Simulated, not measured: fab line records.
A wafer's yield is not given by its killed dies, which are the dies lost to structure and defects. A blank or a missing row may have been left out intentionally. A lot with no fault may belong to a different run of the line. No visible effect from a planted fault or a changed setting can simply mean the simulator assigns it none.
Matching of chambers + flow n5_finfet + N5_BEOL_M4_ETCH_70 on rie_diel-03 has 4 sister chambers
The step etches SOC in N2/H2, target depth 80 nm, overetch 24 nm, time 130 s. 4 wafers are shown with their chamber, then 10 later ones without.

== WAFERS PAIRED WITH THEIR CHAMBERS ==
| wafer  | chamber | drypump_motor_current_A (A) |
|--------|---------|-----------------------------|
| L081.2 | 2       | 5.3                         |
| L081.3 | 1       | 6.5                         |
| L086.1 | 0       | 5.5                         |
| L086.4 | 3       | 4.8                         |

== WAFERS WITH NO CHAMBER GIVEN ==
| wafer  | drypump_motor_current_A (A) |
|--------|-----------------------------|
| L086.5 | 4.9                         |
| L088.1 | 4.9                         |
| L088.4 | 6.5                         |
| L088.6 | 4.8                         |
| L094.1 | 5.3                         |
| L094.2 | 4.9                         |
| L094.3 | 5.5                         |
| L094.4 | 6.5                         |
| L094.5 | 6.5                         |
| L094.6 | 5.5                         |

== CHAMBER TAKEN BY EACH ==
| wafer  | from the rows above | in truth |
|--------|---------------------|----------|
| L086.5 | 3                   | 3        |
| L088.1 | 3                   | 3        |
| L088.4 | 1                   | 1        |
| L088.6 | 3                   | 3        |
| L094.1 | 2                   | 2        |
| L094.2 | 3                   | 3        |
| L094.3 | 0                   | 0        |
| L094.4 | 1                   | 1        |
| L094.5 | 1                   | 1        |
| L094.6 | 0                   | 0        |
Placed correctly: 10 of 10. Number that these rows cannot place: 0. Placed wrongly: 0.
How it was worked out, from the rows above alone: a wafer's distance from a chamber is the root of the sum, over the readings, of the square of ((its reading less the chamber's mean) divided by the reading's scatter). The wafer belongs to the nearest chamber; if the next one is less than 2 further off, it can't be placed. For every chamber, the mean is computed from those of its wafers that are shown. The scatter: with one shown wafer a chamber, the root of the mean of the squares of how far each hidden wafer lies from its nearest shown one.
